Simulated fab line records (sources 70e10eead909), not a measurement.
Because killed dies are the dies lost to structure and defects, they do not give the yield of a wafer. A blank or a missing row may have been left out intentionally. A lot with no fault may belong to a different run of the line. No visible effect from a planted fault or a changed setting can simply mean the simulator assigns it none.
What tool caused it? | flow nand-harc | 24 lots with 72 wafers sampled at 4 steps, on a route of 1159 steps

== WHAT EACH GAUGE READ, for each wafer ==
NHARC_A_CONTACT_INSPECT_44. Usual: raw-defect-count reads 27 (standard deviation 15).
lot  | measured     | on                | raw-defect-count | flag
L074 | day 16 02:52 | defect-inspect-02 | 23 15 15         |
L075 | day 16 15:51 | defect-inspect-01 | 16 12 9          |
L077 | day 16 19:46 | defect-inspect-02 | 29 33 32         |
L076 | day 16 20:09 | defect-inspect-02 | 18 14 23         |
L078 | day 17 06:07 | defect-inspect-01 | 7 7 6            |
L079 | day 17 11:59 | defect-inspect-02 | 37 47 41         |
L081 | day 17 22:31 | defect-inspect-02 | 37 26 26         |
L082 | day 18 00:41 | defect-inspect-02 | 23 23 25         |
L083 | day 18 12:53 | defect-inspect-01 | 23 20 22         |
L085 | day 18 12:43 | defect-inspect-01 | 22 27 18         |
L080 | day 18 17:41 | defect-inspect-01 | 48 36 36         |
L084 | day 18 22:22 | defect-inspect-02 | 23 32 21         |
L086 | day 19 03:52 | defect-inspect-02 | 39 52 45         |
L087 | day 19 04:55 | defect-inspect-02 | 7 21 6           |
L088 | day 19 16:32 | defect-inspect-01 | 49 46 40         |
L089 | day 19 16:51 | defect-inspect-01 | 15 21 18         |
L090 | day 20 10:08 | defect-inspect-02 | 10 10 12         |
L091 | day 20 11:17 | defect-inspect-02 | 39 57 60         |
L093 | day 20 19:29 | defect-inspect-01 | 15 6 8           |
L092 | day 20 19:53 | defect-inspect-01 | 51 45 58         |
L094 | day 21 02:52 | defect-inspect-01 | 59 54 47         |
L095 | day 21 08:31 | defect-inspect-01 | 34 33 48         |
L097 | day 21 23:03 | defect-inspect-01 | 13 16 14         |
L096 | day 22 14:07 | defect-inspect-02 | 14 18 12         |

NHARC_A_CONTACT_CD_MEAS_69: target cd 200 nm. Usual: cd-nm reads 200.1 nm (standard deviation 0.62).
lot  | measured     | on        | cd-nm (nm)        | flag
L074 | day 16 11:53 | cd-sem-03 | 200.1 199.5 199.7 |
L075 | day 16 23:56 | cd-sem-02 | 200.1 199.5 199.6 |
L077 | day 17 02:36 | cd-sem-01 | 200.5 200.4 201.0 |
L076 | day 17 02:59 | cd-sem-01 | 199.4 199.8 199.7 |
L078 | day 17 14:13 | cd-sem-01 | 199.4 199.6 199.5 |
L079 | day 17 20:26 | cd-sem-02 | 200.8 200.4 200.7 |
L081 | day 18 07:27 | cd-sem-03 | 200.8 199.8 199.9 |
L082 | day 18 09:11 | cd-sem-02 | 201.3 201.0 201.9 |
L083 | day 18 19:53 | cd-sem-01 | 200.2 201.3 200.1 |
L085 | day 18 19:35 | cd-sem-02 | 199.4 200.7 200.2 |
L080 | day 19 01:35 | cd-sem-03 | 200.0 199.4 199.0 |
L084 | day 19 05:35 | cd-sem-02 | 200.0 198.6 200.0 |
L086 | day 19 10:29 | cd-sem-01 | 200.5 200.1 199.5 |
L087 | day 19 11:54 | cd-sem-02 | 200.6 200.7 201.6 |
L088 | day 19 23:38 | cd-sem-02 | 199.9 199.9 200.0 |
L089 | day 20 00:26 | cd-sem-03 | 199.8 200.1 200.2 |
L090 | day 20 17:10 | cd-sem-03 | 199.8 200.1 200.0 |
L091 | day 20 18:11 | cd-sem-02 | 201.2 200.6 200.6 |
L093 | day 21 04:28 | cd-sem-02 | 200.1 200.7 201.3 |
L092 | day 21 06:12 | cd-sem-02 | 200.7 200.3 200.1 |
L094 | day 21 12:07 | cd-sem-03 | 199.4 199.2 199.7 |
L095 | day 21 16:19 | cd-sem-02 | 199.4 200.2 199.6 |
L097 | day 22 06:40 | cd-sem-02 | 200.2 199.1 199.8 |
L096 | day 22 21:37 | cd-sem-03 | 200.4 200.6 201.8 |

== WHICH TOOL RAN EACH LOT (tool, then ch and the chambers of the sampled wafers, then the start) ==
lot  | NHARC_A_CONTACT_DEP_28        | NHARC_A_CONTACT_ETCH_117
L074 | acl-dep-03 ch 0, day 16 00:09 | har-cap-etch-02 ch 0,1, day 16 04:52
L075 | acl-dep-02 ch 0, day 16 13:16 | har-cap-etch-02 ch 0,1, day 16 18:05
L077 | acl-dep-01 ch 0, day 16 16:40 | har-cap-etch-01 ch 0,1, day 16 21:52
L076 | acl-dep-03 ch 0, day 16 18:09 | har-cap-etch-02 ch 0,1, day 16 22:11
L078 | acl-dep-03 ch 0, day 17 03:20 | har-cap-etch-01 ch 0, day 17 08:10
L079 | acl-dep-03 ch 0, day 17 08:51 | har-cap-etch-01 ch 0,1, day 17 14:20
L081 | acl-dep-01 ch 0, day 17 19:46 | har-cap-etch-03 ch 0, day 18 00:32
L082 | acl-dep-01 ch 0, day 17 22:21 | har-cap-etch-02 ch 0,1, day 18 03:14
L083 | acl-dep-02 ch 0, day 18 09:46 | har-cap-etch-03 ch 0,1, day 18 14:53
L085 | acl-dep-01 ch 0, day 18 10:04 | har-cap-etch-01 ch 0,1, day 18 14:51
L080 | acl-dep-02 ch 0, day 18 14:59 | har-cap-etch-03 ch 0,1, day 18 19:41
L084 | acl-dep-01 ch 0, day 18 20:16 | har-cap-etch-03 ch 0,1, day 19 00:22
L086 | acl-dep-02 ch 0, day 19 00:47 | har-cap-etch-01 ch 0,1, day 19 05:50
L087 | acl-dep-03 ch 0, day 19 01:50 | har-cap-etch-02 ch 0,1, day 19 07:09
L088 | acl-dep-02 ch 0, day 19 13:57 | har-cap-etch-03 ch 0,1, day 19 18:31
L089 | acl-dep-03 ch 0, day 19 14:26 | har-cap-etch-02 ch 0,1, day 19 19:06
L090 | acl-dep-01 ch 0, day 20 07:12 | har-cap-etch-01 ch 0,1, day 20 12:07
L091 | acl-dep-03 ch 0, day 20 08:08 | har-cap-etch-03 ch 0,1, day 20 13:20
L093 | acl-dep-01 ch 0, day 20 16:28 | har-cap-etch-03 ch 0,1, day 20 21:29
L092 | acl-dep-03 ch 0, day 20 16:50 | har-cap-etch-02 ch 0,1, day 20 21:54
L094 | acl-dep-02 ch 0, day 21 00:08 | har-cap-etch-03 ch 0,1, day 21 05:16
L095 | acl-dep-02 ch 0, day 21 05:27 | har-cap-etch-03 ch 0,1, day 21 10:31
L097 | acl-dep-02 ch 0, day 21 20:50 | har-cap-etch-03 ch 0,1, day 22 01:03
L096 | acl-dep-01 ch 0, day 22 11:01 | har-cap-etch-03 ch 0,1, day 22 16:08
- NHARC_A_CONTACT_DEP_28: deposits aC, target thk 3600 nm.
- NHARC_A_CONTACT_ETCH_117: etches the open film in C4F8/O2/Ar, time 94 s, target depth 922 nm.

== WHAT THE TOOLS THEMSELVES READ (means of the sampled wafers that have a number; where no wafer has one, the mark that the record gives instead) ==
NHARC_A_CONTACT_DEP_28. Usual: throttle-valve-pct reads 35.000 % (standard deviation 0.0084).
lot  | tool       | throttle-valve-pct (%) | flag
L074 | acl-dep-03 | 34.996                 |
L075 | acl-dep-02 | 34.995                 |
L077 | acl-dep-01 | 35.000                 |
L076 | acl-dep-03 | 35.006                 |
L078 | acl-dep-03 | 34.999                 |
L079 | acl-dep-03 | 34.992                 |
L081 | acl-dep-01 | 34.993                 |
L082 | acl-dep-01 | 35.002                 |
L083 | acl-dep-02 | 34.997                 |
L085 | acl-dep-01 | 35.002                 |
L080 | acl-dep-02 | 35.003                 |
L084 | acl-dep-01 | 35.014                 |
L086 | acl-dep-02 | 35.006                 |
L087 | acl-dep-03 | 34.990                 |
L088 | acl-dep-02 | 35.002                 |
L089 | acl-dep-03 | 35.004                 |
L090 | acl-dep-01 | 35.003                 |
L091 | acl-dep-03 | 34.999                 |
L093 | acl-dep-01 | 35.003                 |
L092 | acl-dep-03 | 35.002                 |
L094 | acl-dep-02 | 34.996                 |
L095 | acl-dep-02 | 35.002                 |
L097 | acl-dep-02 | 35.008                 |
L096 | acl-dep-01 | 34.997                 |

== THE ANSWER, worked out from the rows above alone ==
Rule: take the mean of a lot's wafers that have a number; if it is more than 3 standard deviations from the usual mean, the lot is off. A lot without any number at a reading at which 4 lots or more have one is off too. All remaining lots with rows at the step are treated as sound. The gauges are gone through in route order, then the tools' own readings, and for those a lot's mean is taken as printed above. The first step at which some lot is off is used, and at that step the reading that is off furthest; a lot without a number counts as furthest.
Across all readings shown, no lot is off: no conclusion can be drawn from this.

== WHAT THE SIMULATOR PUT IN ==
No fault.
